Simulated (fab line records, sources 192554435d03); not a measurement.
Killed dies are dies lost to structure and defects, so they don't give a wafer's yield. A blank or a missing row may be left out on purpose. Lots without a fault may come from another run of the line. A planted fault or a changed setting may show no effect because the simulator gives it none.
fab line records | flow n5_finfet
record lots=7 wafers=39
route steps=1938 shown DUMMY_GATE@237 SD_EPI_P@321 HKMG_FIN@434 GATE_CUT@510 MOL_CONTACT_COAG@579 BEOL_M4@1111
start_h: hours from the record's first day to the start of the lot's first wafer shown | wait_h: hours since the lot's step before | " the same as in the row above | L1.1+2: a row that stands for several wafers | - no value, or no start given | * or withheld: withheld | < > ~ a bound
route shown NAME@n: a module of which the file shows steps, and the number in the route of the first | usual: mean/standard deviation of fault-free wafers | same: alike in all rows | chamber/n: place in a boat | sites: the reading at each site | _std_site: their standard deviation | _edge_site: outer sites' mean less inner sites' | radius_mm: how far each site lies from the wafer's centre | mask NAME#n: copy n | behind: the tool/chamber that last shaped the wafer | hold: why the lot was held/for how many hours/how that ended | device: the transistor (n, p or np) that didn't switch | end of line: the same wafers' tests at the end of the route | a step without rows: its recipe alone | killed: dies lost to structure and defects at the first sort, not the wafer's yield | map: a wafer's dies, x killed, . not, _ none there
set.NAME: the setting as run; set.NAME@STEP: as run at that earlier step | model.NAME: the simulator's own value behind a step, which no gauge read
lots whose settings were changed on purpose; a table a step, a row a wafer
## steps
# step N5_DUMMY_GATE_ETCH_37
# recipe chemistry=N2/H2 target=SOC target_depth_a=600 overetch_a=300 temp_c=40 ion_energy_ev=200 pressure_mtorr=30 source_w=840 bias_w=150 n2_flow_sccm=200 h2_flow_sccm=200
# step N5_DUMMY_GATE_ETCH_42
# recipe chemistry=CHF3/O2 target=SiO2 target_depth_a=35 time_s=31 ion_energy_ev=30 bias_w=12 pressure_mtorr=30 source_w=600 Ar_flow_sccm=200 CHF3_flow_sccm=50 O2_flow_sccm=5
# step N5_SD_EPI_P_EPI_21
# recipe material=SiGe:B dopant=B temp_c=550 pressure_torr=20 ambient=H2 time_s=355
# step N5_HKMG_FIN_ETCH_31
# recipe chemistry=CF4 target=SiARC target_depth_a=455 mask_material=CAR-ArF time_s=75.8 ion_energy_ev=80 pressure_mtorr=40 source_w=545 bias_w=36 Ar_flow_sccm=100 cf4_flow_sccm=100 ends=cleared
# step N5_GATE_CUT_ALD_22
# recipe material=SiNx target_thk_a=160 temp_c=400 ald_precursor_family=SiH2I2 ald_co_reactant=N2/H2-plasma pulse_time_s=1 ald_cycles=320 purge_time_s=2 co_reactant_purge_time_s=2 pressure_torr=2
# step N5_MOL_CONTACT_COAG_ALD_131
# recipe material=SiO2 target_thk_a=50 temp_c=100 ald_precursor_family=BDEAS ald_co_reactant=O2-plasma pulse_time_s=1 co_reactant_pulse_time_s=1 purge_time_s=2 co_reactant_purge_time_s=2 ald_cycles=35 pressure_torr=2
# step N5_BEOL_M4_RC_MEAS_101
# usual RS_SD_P=65.9/0.96
# columns lot.wafer tool chamber start_h wait_h set.source_w@DUMMY_GATE_ETCH_37 set.bias_w@DUMMY_GATE_ETCH_42 set.temp_c@SD_EPI_P_EPI_21 set.bias_w@HKMG_FIN_ETCH_31 set.ald_cycles@GATE_CUT_ALD_22 set.ald_cycles@MOL_CONTACT_COAG_ALD_131 RS_SD_P[ohm/sq]
L074.1 prober-02 0 178.34 0.0 840 12 550 36 320 35 64.6
L074.2 " 0 " " 840 12 550 36 295 39 64.7
L074.3 " 0 " " 840 12 550 36 320 35 65.2
L074.4 " 0 " " 840 12 550 36 320 39 64.9
L074.5 " 0 " " 840 12 550 36 295 39 64.8
L074.6 " 0 " " 840 12 550 36 295 35 64.3
L080.1 prober-01 0 215.01 0.0 840 12 550 36 320 35 65.7
L080.4 " 0 " " 840 12 550 36 320 35 66.7
L080.5 " 0 " " 840 12 550 36 320 35 65.3
L083.1 prober-02 0 234.64 0.0 840 12 550 37.86 320 35 66.4
L083.2 " 0 " " 719.1 12 550 36 347 37 65.8
L083.3 " 0 " " 719.1 11.15 550 36 320 35 65.5
L083.4 " 0 " " 840 12 550 36 347 35 66.5
L083.5 " 0 " " 840 11.15 550 37.86 347 37 65.3
L083.6 " 0 " " 719.1 11.15 550 37.86 320 37 65.1
L086.1 prober-01 0 260.83 0.0 840 12 551.9 32.34 285 35 63.1
L086.2 " 0 " " 704 13.1 551.9 36 320 35 63.5
L086.3 " 0 " " 840 13.1 550 36 320 35 65.6
L086.4 " 0 " " 840 13.1 550 32.34 285 38 66.7
L086.5 " 0 " " 704 12 550 32.34 320 38 66.5
L086.6 " 0 " " 704 12 551.9 36 285 38 62.8
L089.1 prober-02 0 266.32 0.0 840 12 553.7 36 320 35 61.0
L089.2 " 0 " " 840 12 553.7 32.29 320 35 61.1
L089.3 " 0 " " 840 12 550 32.29 320 35 65.3
L089.4 " 0 " " 840 12 553.7 32.29 287 35 60.7
L089.5 " 0 " " 840 12 550 36 287 35 67.2
L089.6 " 0 " " 840 12 550 36 287 35 67.3
L090.1 prober-01 0 277.88 0.0 840 12 551.4 36 320 37 65.0
L090.2 " 0 " " 840 12 551.4 33.78 320 37 64.8
L090.3 " 0 " " 840 10.98 550 36 320 35 67.8
L090.4 " 0 " " 906.2 12 550 33.78 320 35 68.1
L090.5 " 0 " " 906.2 10.98 551.4 36 320 35 64.9
L090.6 " 0 " " 906.2 10.98 550 33.78 320 37 68.9
L096.1 prober-01 0 316.29 0.0 840 12 546.7 36 376 35 70.7
L096.2 " 0 " " 840 12 546.7 36 320 35 70.9
L096.3 " 0 " " 840 12 546.7 32 376 35 70.0
L096.4 " 0 " " 840 12 550 32 376 35 65.1
L096.5 " 0 " " 840 12 550 32 320 35 63.9
L096.6 " 0 " " 840 12 550 36 320 35 65.3
## key
split step=N5_DUMMY_GATE_ETCH_37 setting=source_w stated_as=840
response none clear
split step=N5_DUMMY_GATE_ETCH_42 setting=bias_w stated_as=12
response none clear
split step=N5_SD_EPI_P_EPI_21 setting=temp_c stated_as=550
response step=N5_BEOL_M4_RC_MEAS_101 reading=RS_SD_P slope=-9.15 per=1% together_with=all explained=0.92
split step=N5_HKMG_FIN_ETCH_31 setting=bias_w stated_as=36
response none clear
split step=N5_GATE_CUT_ALD_22 setting=ald_cycles stated_as=320
response none clear
split step=N5_MOL_CONTACT_COAG_ALD_131 setting=ald_cycles stated_as=35
response none clear
